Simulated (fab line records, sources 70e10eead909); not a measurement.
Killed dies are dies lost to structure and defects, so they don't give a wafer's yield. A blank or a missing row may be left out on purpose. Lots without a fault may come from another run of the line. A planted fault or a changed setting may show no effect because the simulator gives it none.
Chamber matching | flow nand_harc | NHARC_A_CHANNEL_FILL_D2_ALD_14 on ald_hk-01: 4 sister chambers
The step deposits SiO2, target thk 2.5 nm, pulse time 10 s, ald cycles 25. 8 wafers are shown with their chamber, then 8 later ones without.

WAFERS WITH THEIR CHAMBER
wafer  | chamber | heater_power_w (W) | precursor_pulse_height_rel
L079.1 | 3       | 478                | 0.998
L080.2 | 2       | 460                | 0.974
L080.6 | 1       | 459                | 0.999
L083.3 | 3       | 474                | 1.000
L083.4 | 1       | 449                | 0.977
L086.2 | 2       | 450                | 1.012
L086.5 | 0       | 540                | 1.046
L088.2 | 0       | 554                | 0.962

WAFERS WITHOUT THEIR CHAMBER
wafer  | heater_power_w (W) | precursor_pulse_height_rel
L088.5 | 467                | 1.031
L088.6 | 562                | 0.989
L093.1 | 434                | 1.015
L093.2 | 432                | 1.029
L093.5 | 541                | 0.984
L094.1 | 429                | 1.040
L094.2 | 532                | 1.015
L094.5 | 435                | 0.990

WHICH CHAMBER EACH WENT THROUGH
wafer  | from the rows above          | in truth
L088.5 | can't be placed: 3 or 2 or 1 | 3
L088.6 | 0                            | 0
L093.1 | can't be placed: 1 or 2      | 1
L093.2 | can't be placed: 1 or 2      | 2
L093.5 | 0                            | 0
L094.1 | can't be placed: 1 or 2      | 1
L094.2 | 0                            | 0
L094.5 | can't be placed: 1 or 2      | 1
Placed correctly: 3 of 8. Can't be placed from these rows: 5 (the true chamber is among the candidates in 5). Placed wrongly: 0.
How it was worked out, from the rows above alone: a wafer's distance from a chamber is the root of the sum, over the readings, of the square of ((its reading less the chamber's mean) divided by the reading's scatter). The wafer belongs to the nearest chamber; if the next one is less than 2 further off, it can't be placed. A chamber's mean is the mean of its shown wafers. The scatter: the root of (the sum of the squares of (reading less its chamber's mean) over the shown wafers, divided by (wafers less chambers)).
